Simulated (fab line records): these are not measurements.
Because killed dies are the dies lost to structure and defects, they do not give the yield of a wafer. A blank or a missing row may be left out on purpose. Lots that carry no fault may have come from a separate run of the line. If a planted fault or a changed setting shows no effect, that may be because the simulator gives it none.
The tool behind it: which one? / flow nand harc / 11 lots, 33 wafers sampled, at 6 steps of a route of 1302

== WHAT EACH GAUGE READ, for each wafer ==
NHARC_A_CHANNEL_HOLE_D2_INSPECT_40. Usual: raw defect count at 299, with a standard deviation of 80.
lot=L664; measured=day 13 17:02; on=defect inspect-02; raw defect count=210 277 199; flag=
lot=L665; measured=day 14 13:43; on=defect inspect-01; raw defect count=405 276 265; flag=
lot=L669; measured=day 16 09:43; on=defect inspect-02; raw defect count=1686 1515 1488; flag=OFF
lot=L670; measured=day 16 17:49; on=defect inspect-02; raw defect count=1570 1683 1559; flag=OFF
lot=L677; measured=day 19 04:13; on=defect inspect-02; raw defect count=394 325 355; flag=
lot=L678; measured=day 19 20:02; on=defect inspect-01; raw defect count=145 137 210; flag=
lot=L680; measured=day 20 10:34; on=defect inspect-01; raw defect count=368 250 289; flag=
lot=L682; measured=day 21 13:51; on=defect inspect-01; raw defect count=341 294 410; flag=
lot=L683; measured=day 21 14:44; on=defect inspect-02; raw defect count=284 250 350; flag=
lot=L684; measured=day 22 23:19; on=defect inspect-02; raw defect count=153 276 299; flag=
lot=L686; measured=day 23 08:14; on=defect inspect-02; raw defect count=343 263 483; flag=

NHARC_END_SORT_01. Usual: killed at array 51, standard deviation 16; killed at other 0.6, standard deviation 0.88; killed at periphery 4.0, standard deviation 2.6; killed dies 55, standard deviation 16; killed open 3.5, standard deviation 1.9; killed short 2.3, standard deviation 1.6.
lot=L664; measured=day 25 02:24; on=prober-01; killed at array=54 51 75; killed at other=0 2 1; killed at periphery=2 4 3; killed dies=56 57 79; killed open=3 3 4; killed short=1 2 3; flag=
lot=L665; measured=day 25 11:08; on=prober-01; killed at array=52 68 68; killed at other=0 1 1; killed at periphery=3 2 1; killed dies=55 71 70; killed open=5 4 1; killed short=1 1 2; flag=
lot=L669; measured=day 27 02:44; on=prober-01; killed at array=77 70 65; killed at other=0 1 1; killed at periphery=2 1 2; killed dies=79 72 68; killed open=9 2 2; killed short=1 0 3; flag=
lot=L670; measured=day 27 11:49; on=prober-02; killed at array=94 144 95; killed at other=0 0 0; killed at periphery=2 1 5; killed dies=96 145 100; killed open=2 3 4; killed short=0 2 5; flag=OFF
lot=L677; measured=day 30 11:19; on=prober-01; killed at array=50 60 51; killed at other=0 0 0; killed at periphery=4 3 1; killed dies=54 63 52; killed open=3 3 2; killed short=2 0 5; flag=
lot=L678; measured=day 30 19:02; on=prober-01; killed at array=24 16 32; killed at other=2 0 0; killed at periphery=10 9 2; killed dies=36 25 34; killed open=10 0 4; killed short=2 2 5; flag=
lot=L680; measured=day 31 03:14; on=prober-02; killed at array=28 23 23; killed at other=0 0 4; killed at periphery=0 0 0; killed dies=28 23 27; killed open=1 5 1; killed short=1 2 1; flag=
lot=L682; measured=day 32 09:21; on=prober-01; killed at array=51 39 36; killed at other=1 1 1; killed at periphery=2 3 6; killed dies=54 43 43; killed open=5 5 2; killed short=8 1 3; flag=
lot=L683; measured=day 32 22:34; on=prober-02; killed at array=58 58 56; killed at other=0 0 0; killed at periphery=6 3 6; killed dies=64 61 62; killed open=4 3 1; killed short=4 2 0; flag=
lot=L684; measured=day 34 02:11; on=prober-02; killed at array=26 24 24; killed at other=1 3 1; killed at periphery=9 8 5; killed dies=36 35 30; killed open=2 2 5; killed short=1 4 3; flag=
lot=L686; measured=day 35 00:49; on=prober-01; killed at array=54 44 43; killed at other=0 1 0; killed at periphery=5 3 2; killed dies=59 48 45; killed open=5 2 3; killed short=2 3 1; flag=

== EACH LOT AND THE TOOL THAT RAN IT (in order: tool; ch and the chambers of the sampled wafers; start) ==
lot=L664; NHARC_A_CHANNEL_HOLE_D2_DESCUM_15=rie diel-09 ch 0,1,3, day 13 08:44; NHARC_A_CHANNEL_HOLE_D2_ETCH_16=rie diel-09 ch 1,2,3, day 13 12:17 or earlier; NHARC_A_CHANNEL_HOLE_D2_ETCH_22=har etch-02 ch 0,1, day 13 12:17; NHARC_A_CHANNEL_HOLE_D2_ETCH_23=har etch-02 ch 0,1, day 13 12:52
lot=L665; NHARC_A_CHANNEL_HOLE_D2_DESCUM_15=rie diel-09 ch 1,2,3, day 14 06:05; NHARC_A_CHANNEL_HOLE_D2_ETCH_16=rie diel-09 ch 0,1,3, day 14 08:14 or earlier; NHARC_A_CHANNEL_HOLE_D2_ETCH_22=har etch-02 ch 0,1, day 14 08:14; NHARC_A_CHANNEL_HOLE_D2_ETCH_23=har etch-02 ch 0,1, day 14 08:49
lot=L669; NHARC_A_CHANNEL_HOLE_D2_DESCUM_15=rie diel-09 ch 1,3, day 16 02:50; NHARC_A_CHANNEL_HOLE_D2_ETCH_16=rie diel-09 ch 1,2,3, day 16 04:59 or earlier; NHARC_A_CHANNEL_HOLE_D2_ETCH_22=har etch-02 ch 1, day 16 04:59; NHARC_A_CHANNEL_HOLE_D2_ETCH_23=har etch-02 ch 1, day 16 05:34
lot=L670; NHARC_A_CHANNEL_HOLE_D2_DESCUM_15=rie diel-06 ch 1,3, day 16 09:22; NHARC_A_CHANNEL_HOLE_D2_ETCH_16=rie diel-06 ch 1,3, day 16 12:55 or earlier; NHARC_A_CHANNEL_HOLE_D2_ETCH_22=har etch-02 ch 0,1, day 16 12:55; NHARC_A_CHANNEL_HOLE_D2_ETCH_23=har etch-02 ch 0,1, day 16 13:30
lot=L677; NHARC_A_CHANNEL_HOLE_D2_DESCUM_15=rie diel-09 ch 1,2, day 18 21:02; NHARC_A_CHANNEL_HOLE_D2_ETCH_16=rie diel-09 ch 1,2, day 18 23:23 or earlier; NHARC_A_CHANNEL_HOLE_D2_ETCH_22=har etch-01 ch 0,1, day 18 23:23; NHARC_A_CHANNEL_HOLE_D2_ETCH_23=har etch-01 ch 0,1, day 18 23:58
lot=L678; NHARC_A_CHANNEL_HOLE_D2_DESCUM_15=rie diel-02 ch 0,1,2, day 19 13:11; NHARC_A_CHANNEL_HOLE_D2_ETCH_16=rie diel-02 ch 0,3, day 19 15:12 or earlier; NHARC_A_CHANNEL_HOLE_D2_ETCH_22=har etch-02 ch 1, day 19 15:12; NHARC_A_CHANNEL_HOLE_D2_ETCH_23=har etch-02 ch 1, day 19 15:46
lot=L680; NHARC_A_CHANNEL_HOLE_D2_DESCUM_15=rie diel-02 ch 1,2,3, day 20 03:32; NHARC_A_CHANNEL_HOLE_D2_ETCH_16=rie diel-02 ch 2,3, day 20 05:40 or earlier; NHARC_A_CHANNEL_HOLE_D2_ETCH_22=har etch-02 ch 0,1, day 20 05:40; NHARC_A_CHANNEL_HOLE_D2_ETCH_23=har etch-02 ch 0,1, day 20 06:16
lot=L682; NHARC_A_CHANNEL_HOLE_D2_DESCUM_15=rie diel-02 ch 0,1,2, day 21 06:57; NHARC_A_CHANNEL_HOLE_D2_ETCH_16=rie diel-02 ch 0,1,3, day 21 09:00 or earlier; NHARC_A_CHANNEL_HOLE_D2_ETCH_22=har etch-02 ch 0,1, day 21 09:00; NHARC_A_CHANNEL_HOLE_D2_ETCH_23=har etch-02 ch 0,1, day 21 09:34
lot=L683; NHARC_A_CHANNEL_HOLE_D2_DESCUM_15=rie diel-09 ch 0,1,3, day 21 07:52; NHARC_A_CHANNEL_HOLE_D2_ETCH_16=rie diel-09 ch 0,3, day 21 10:05 or earlier; NHARC_A_CHANNEL_HOLE_D2_ETCH_22=har etch-01 ch 0,1, day 21 10:05; NHARC_A_CHANNEL_HOLE_D2_ETCH_23=har etch-01 ch 0,1, day 21 10:41
lot=L684; NHARC_A_CHANNEL_HOLE_D2_DESCUM_15=rie diel-02 ch 0,1,2, day 22 13:26; NHARC_A_CHANNEL_HOLE_D2_ETCH_16=rie diel-02 ch 0,1,3, day 22 18:29 or earlier; NHARC_A_CHANNEL_HOLE_D2_ETCH_22=har etch-02 ch 0,1, day 22 18:29; NHARC_A_CHANNEL_HOLE_D2_ETCH_23=har etch-02 ch 0,1, day 22 19:04
lot=L686; NHARC_A_CHANNEL_HOLE_D2_DESCUM_15=rie diel-09 ch 0,1,2, day 23 00:50; NHARC_A_CHANNEL_HOLE_D2_ETCH_16=rie diel-09 ch 2,3, day 23 03:35 or earlier; NHARC_A_CHANNEL_HOLE_D2_ETCH_22=har etch-02 ch 0,1, day 23 03:35; NHARC_A_CHANNEL_HOLE_D2_ETCH_23=har etch-02 ch 0,1, day 23 04:11
- NHARC_A_CHANNEL_HOLE_D2_DESCUM_15: chemistry O2, time 3 s.
- NHARC_A_CHANNEL_HOLE_D2_ETCH_16: etches the open film in O2/COS, target depth 3100 nm, time 806 s.
- NHARC_A_CHANNEL_HOLE_D2_ETCH_22: etches the open film in C4F8/O2/Ar, time 666.7 s, target depth 1600 nm.
- NHARC_A_CHANNEL_HOLE_D2_ETCH_23: etches the open film in C4F8/O2/Ar, time 819 s, target depth 1600 nm.

== AS READ BY THE TOOLS THEMSELVES (means over the sampled wafers that have a number; for cases with no such wafer, the mark the record gives instead) ==
NHARC_A_CHANNEL_HOLE_D2_DESCUM_15. Usual: drypump motor current A 5.5 A, standard deviation 0.42; oes product au 0.999 a.u., standard deviation 0.0078; rf vpp V 57.6 V, standard deviation 0.8; showerhead plenum p Torr 1.87 Torr, standard deviation 0.063; throttle valve pct 11.311 %, standard deviation 0.0093.
lot=L664; tool=rie diel-09; drypump motor current A (A)=5.1; oes product au (a.u.)=0.998; rf vpp V (V)=57.9; showerhead plenum p Torr (Torr)=1.92; throttle valve pct (%)=11.318; flag=
lot=L665; tool=rie diel-09; drypump motor current A (A)=5.2; oes product au (a.u.)=1.004; rf vpp V (V)=57.2; showerhead plenum p Torr (Torr)=1.89; throttle valve pct (%)=11.305; flag=
lot=L669; tool=rie diel-09; drypump motor current A (A)=5.1; oes product au (a.u.)=0.996; rf vpp V (V)=57.5; showerhead plenum p Torr (Torr)=1.96; throttle valve pct (%)=11.310; flag=
lot=L670; tool=rie diel-06; drypump motor current A (A)=5.7; oes product au (a.u.)=1.003; rf vpp V (V)=57.5; showerhead plenum p Torr (Torr)=1.88; throttle valve pct (%)=11.305; flag=
lot=L677; tool=rie diel-09; drypump motor current A (A)=5.3; oes product au (a.u.)=0.996; rf vpp V (V)=58.4; showerhead plenum p Torr (Torr)=1.91; throttle valve pct (%)=11.301; flag=
lot=L678; tool=rie diel-02; drypump motor current A (A)=5.9; oes product au (a.u.)=0.992; rf vpp V (V)=58.1; showerhead plenum p Torr (Torr)=1.83; throttle valve pct (%)=11.309; flag=
lot=L680; tool=rie diel-02; drypump motor current A (A)=5.7; oes product au (a.u.)=1.002; rf vpp V (V)=57.8; showerhead plenum p Torr (Torr)=1.83; throttle valve pct (%)=11.315; flag=
lot=L682; tool=rie diel-02; drypump motor current A (A)=6.0; oes product au (a.u.)=0.986; rf vpp V (V)=56.9; showerhead plenum p Torr (Torr)=1.83; throttle valve pct (%)=11.317; flag=
lot=L683; tool=rie diel-09; drypump motor current A (A)=5.1; oes product au (a.u.)=1.002; rf vpp V (V)=57.1; showerhead plenum p Torr (Torr)=1.92; throttle valve pct (%)=11.314; flag=
lot=L684; tool=rie diel-02; drypump motor current A (A)=5.9; oes product au (a.u.)=1.001; rf vpp V (V)=57.5; showerhead plenum p Torr (Torr)=1.83; throttle valve pct (%)=11.313; flag=
lot=L686; tool=rie diel-09; drypump motor current A (A)=5.3; oes product au (a.u.)=1.004; rf vpp V (V)=58.4; showerhead plenum p Torr (Torr)=1.87; throttle valve pct (%)=11.304; flag=

NHARC_A_CHANNEL_HOLE_D2_ETCH_16. Usual: drypump motor current A 5.5 A, standard deviation 0.41; oes product au 0.998 a.u., standard deviation 0.0078; rf vpp V 313.1 V, standard deviation 1.7; showerhead plenum p Torr 3.06 Torr, standard deviation 0.099; throttle valve pct 28.331 %, standard deviation 0.0083.
lot=L664; tool=rie diel-09; drypump motor current A (A)=5.2; oes product au (a.u.)=1.005; rf vpp V (V)=313.3; showerhead plenum p Torr (Torr)=3.09; throttle valve pct (%)=28.326; flag=
lot=L665; tool=rie diel-09; drypump motor current A (A)=5.1; oes product au (a.u.)=0.994; rf vpp V (V)=314.6; showerhead plenum p Torr (Torr)=3.14; throttle valve pct (%)=28.330; flag=
lot=L669; tool=rie diel-09; drypump motor current A (A)=5.2; oes product au (a.u.)=0.997; rf vpp V (V)=313.4; showerhead plenum p Torr (Torr)=3.09; throttle valve pct (%)=28.336; flag=
lot=L670; tool=rie diel-06; drypump motor current A (A)=5.8; oes product au (a.u.)=1.003; rf vpp V (V)=312.9; showerhead plenum p Torr (Torr)=3.08; throttle valve pct (%)=28.328; flag=
lot=L677; tool=rie diel-09; drypump motor current A (A)=5.4; oes product au (a.u.)=0.991; rf vpp V (V)=312.0; showerhead plenum p Torr (Torr)=3.01; throttle valve pct (%)=28.331; flag=
lot=L678; tool=rie diel-02; drypump motor current A (A)=5.9; oes product au (a.u.)=0.996; rf vpp V (V)=313.7; showerhead plenum p Torr (Torr)=3.08; throttle valve pct (%)=28.326; flag=
lot=L680; tool=rie diel-02; drypump motor current A (A)=5.8; oes product au (a.u.)=0.996; rf vpp V (V)=311.8; showerhead plenum p Torr (Torr)=2.99; throttle valve pct (%)=28.331; flag=
lot=L682; tool=rie diel-02; drypump motor current A (A)=5.9; oes product au (a.u.)=0.986; rf vpp V (V)=312.5; showerhead plenum p Torr (Torr)=3.04; throttle valve pct (%)=28.332; flag=
lot=L683; tool=rie diel-09; drypump motor current A (A)=5.0; oes product au (a.u.)=1.004; rf vpp V (V)=313.8; showerhead plenum p Torr (Torr)=3.09; throttle valve pct (%)=28.331; flag=
lot=L684; tool=rie diel-02; drypump motor current A (A)=5.9; oes product au (a.u.)=0.990; rf vpp V (V)=312.9; showerhead plenum p Torr (Torr)=3.04; throttle valve pct (%)=28.334; flag=
lot=L686; tool=rie diel-09; drypump motor current A (A)=5.3; oes product au (a.u.)=1.003; rf vpp V (V)=311.4; showerhead plenum p Torr (Torr)=2.97; throttle valve pct (%)=28.331; flag=

NHARC_A_CHANNEL_HOLE_D2_ETCH_22. Usual: drypump motor current A 5.59 A, standard deviation 0.22; showerhead plenum p Torr 3.68 Torr, standard deviation 0.17; throttle valve pct 32.155 %, standard deviation 0.0095.
lot=L664; tool=har etch-02; drypump motor current A (A)=5.39; showerhead plenum p Torr (Torr)=3.48; throttle valve pct (%)=32.160; flag=
lot=L665; tool=har etch-02; drypump motor current A (A)=5.38; showerhead plenum p Torr (Torr)=3.48; throttle valve pct (%)=32.149; flag=
lot=L669; tool=har etch-02; drypump motor current A (A)=5.29; showerhead plenum p Torr (Torr)=3.49; throttle valve pct (%)=32.147; flag=
lot=L670; tool=har etch-02; drypump motor current A (A)=5.40; showerhead plenum p Torr (Torr)=3.46; throttle valve pct (%)=32.163; flag=
lot=L677; tool=har etch-01; drypump motor current A (A)=5.74; showerhead plenum p Torr (Torr)=3.62; throttle valve pct (%)=32.160; flag=
lot=L678; tool=har etch-02; drypump motor current A (A)=5.27; showerhead plenum p Torr (Torr)=3.91; throttle valve pct (%)=32.157; flag=
lot=L680; tool=har etch-02; drypump motor current A (A)=5.48; showerhead plenum p Torr (Torr)=3.90; throttle valve pct (%)=32.163; flag=
lot=L682; tool=har etch-02; drypump motor current A (A)=5.40; showerhead plenum p Torr (Torr)=3.90; throttle valve pct (%)=32.148; flag=
lot=L683; tool=har etch-01; drypump motor current A (A)=5.74; showerhead plenum p Torr (Torr)=3.60; throttle valve pct (%)=32.148; flag=
lot=L684; tool=har etch-02; drypump motor current A (A)=5.39; showerhead plenum p Torr (Torr)=3.89; throttle valve pct (%)=32.164; flag=
lot=L686; tool=har etch-02; drypump motor current A (A)=5.51; showerhead plenum p Torr (Torr)=3.88; throttle valve pct (%)=32.158; flag=

NHARC_A_CHANNEL_HOLE_D2_ETCH_23. Usual: drypump motor current A 5.59 A, standard deviation 0.22; showerhead plenum p Torr 3.68 Torr, standard deviation 0.17; throttle valve pct 32.156 %, standard deviation 0.0096.
lot=L664; tool=har etch-02; drypump motor current A (A)=5.37; showerhead plenum p Torr (Torr)=3.48; throttle valve pct (%)=32.150; flag=
lot=L665; tool=har etch-02; drypump motor current A (A)=5.39; showerhead plenum p Torr (Torr)=3.48; throttle valve pct (%)=32.165; flag=
lot=L669; tool=har etch-02; drypump motor current A (A)=5.29; showerhead plenum p Torr (Torr)=3.49; throttle valve pct (%)=32.152; flag=
lot=L670; tool=har etch-02; drypump motor current A (A)=5.38; showerhead plenum p Torr (Torr)=3.46; throttle valve pct (%)=32.157; flag=
lot=L677; tool=har etch-01; drypump motor current A (A)=5.74; showerhead plenum p Torr (Torr)=3.62; throttle valve pct (%)=32.150; flag=
lot=L678; tool=har etch-02; drypump motor current A (A)=5.30; showerhead plenum p Torr (Torr)=3.91; throttle valve pct (%)=32.151; flag=
lot=L680; tool=har etch-02; drypump motor current A (A)=5.49; showerhead plenum p Torr (Torr)=3.90; throttle valve pct (%)=32.161; flag=
lot=L682; tool=har etch-02; drypump motor current A (A)=5.38; showerhead plenum p Torr (Torr)=3.90; throttle valve pct (%)=32.167; flag=
lot=L683; tool=har etch-01; drypump motor current A (A)=5.72; showerhead plenum p Torr (Torr)=3.60; throttle valve pct (%)=32.148; flag=
lot=L684; tool=har etch-02; drypump motor current A (A)=5.37; showerhead plenum p Torr (Torr)=3.89; throttle valve pct (%)=32.156; flag=
lot=L686; tool=har etch-02; drypump motor current A (A)=5.50; showerhead plenum p Torr (Torr)=3.88; throttle valve pct (%)=32.153; flag=

== THE ANSWER, worked out from the rows above alone ==
Rule: a lot counts as off when the mean over its wafers that have a number is more than 3 standard deviations away from the usual mean. Also off: a lot with no number at a reading for which 4 or more lots have one. Any other lot the step has rows for is counted as sound. Order of review: gauges by route order, followed by the tools' own readings, for which a lot's mean as printed above is used. The first step at which some lot is off is used, and at that step the reading that is off furthest; a lot without a number counts as furthest.
Off: L669, L670, at NHARC_A_CHANNEL_HOLE_D2_INSPECT_40 (raw defect count).
A tool fits if, at a process step before that reading, it ran every lot that is off, and no sound lot after the first of them. The gauges at NHARC_A_CHANNEL_HOLE_D2_INSPECT_40 are tried like those tools. With no start given for some of its lots, NHARC_A_CHANNEL_HOLE_D2_ETCH_16 uses the hours and lot order of NHARC_A_CHANNEL_HOLE_D2_ETCH_22. Of those tried, none fits.

== WHAT WAS PUT IN BY THE SIMULATOR ==
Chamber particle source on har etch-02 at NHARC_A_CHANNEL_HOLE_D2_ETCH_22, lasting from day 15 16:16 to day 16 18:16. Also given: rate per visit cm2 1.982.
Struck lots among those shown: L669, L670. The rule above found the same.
